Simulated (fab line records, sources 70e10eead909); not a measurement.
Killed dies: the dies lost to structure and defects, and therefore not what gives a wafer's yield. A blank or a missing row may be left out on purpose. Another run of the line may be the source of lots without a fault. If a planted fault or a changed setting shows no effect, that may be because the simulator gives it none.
Struck lot and sound lot, side by side -- flow nandHarc -- 15 out of 1302 route steps
Sound: the wafers L126.1, L126.4, L126.5. Wafers struck: L115.2, L115.3, L115.5. At the end, the cause is stated.
Order at every step that has rows: each side's tool, ch and its chambers, its first start. Under that, the readings that differ: sound wafers -- struck wafers -- difference of the means -- sigmas: that difference in standard deviations of wafers without a fault.
alike: words and numbers the same on both sides, and readings whose means are apart by under 2 such deviations; not compared: readings that were withheld, readings missing a value for some wafer, numbers with overlapping values and no deviation given by the record, and bounds like >300 which may hide the same value.
Wherever a step has rows on one side only, a row that says differs or no value, or a row with sigmas, the two part there. Numbers that have no deviation but don't overlap get no sigmas and don't part them. A reading missing from all wafers of one side parts the sides only when that side holds two or more wafers.

first, 8 steps without rows for these wafers: NHARC_P_M2_HMDS_02 (time 30 s); NHARC_P_M2_COAT_34 (time 65 s); NHARC_P_M2_COAT_03 (resist thk 90 nm); NHARC_P_M2_SOFTBAKE_04 (time 55 s); NHARC_P_M2_EBR_05; NHARC_P_M2_EXPOSE_06 (exposes mask P M2, target cd 170 nm); NHARC_P_M2_PEB_07 (peb time 65 s); NHARC_P_M2_DEVELOP_08 (develop time 35 s).
NHARC_P_M2_CD_MEAS_09 targets a cd of 170 nm.
  sound on cdSem-01 ch 0, day 13 11:34; struck on cdSem-02 ch 0, day 8 08:03
  alike: cdNm
NHARC_P_M2_OVL_MEAS_10: pitch 340 nm.
  sound on overlay-01 at day 13 11:40; struck on overlay-02 at day 8 08:08
reading,sound,struck,difference,sigmas
overlayXNm (nm),-1.2 -1.7 -0.3,0.2 0.3 0.6,+1.4,+2
  alike: overlayYNm
NHARC_P_M2_INSPECT_11:
  sound on defectInspect-01 at day 13 11:42; struck on defectInspect-02 at day 8 08:11
  alike: rawDefectCount
NHARC_P_M2_DESCUM_14: chemistry O2, time 3 s.
  sound on rieDiel-13 ch 1,2, day 13 11:46; struck on rieDiel-07 ch 0,2, day 8 08:14
  alike: drypumpMotorCurrentA, oesProductAu, rfVppV, showerheadPlenumPTorr, throttleValvePct
  not compared: rfHoursCounterH
NHARC_P_M2_ETCH_35: etches the open film in N2/H2, target depth 40 nm, overetch 12 nm, time 43.94 s.
  sound on rieDiel-13 ch 1,2,3, day 13 11:51; struck on rieDiel-07 ch 0,2,3, day 8 08:19
reading,sound,struck,difference,sigmas
runLengthS (s),66.1 65.9 65.5,51.8 51.7 51.2,-14.3,-37
  alike: drypumpMotorCurrentA, oesProductAu, rfVppV, showerheadPlenumPTorr, throttleValvePct
  not compared: rfHoursCounterH
NHARC_P_M2_ETCH_15: etches the open film in C4F8/Ar, target depth 182.5 nm, time 91.2 s.
  sound on rieDiel-13 ch 2,3; struck on rieDiel-07 ch 0,1
  alike: oesProductAu, rfVppV, runLengthS
  not compared: rfHoursCounterH
-- record jumps: 18 days between struck wafers' starts before vs after; left off in module P_M2, resumes in module END, first step shown is number 1302 of the route --
NHARC_END_SORT_01:
  at this point the record logs the struck wafers (prober-01 ch 0, day 25 20:32) and has no rows for the sound ones

== WHERE THEY PART ==
Last at NHARC_END_SORT_01 as far as this record goes, first at NHARC_P_M2_OVL_MEAS_10.

WHY: the cause the simulator had injected
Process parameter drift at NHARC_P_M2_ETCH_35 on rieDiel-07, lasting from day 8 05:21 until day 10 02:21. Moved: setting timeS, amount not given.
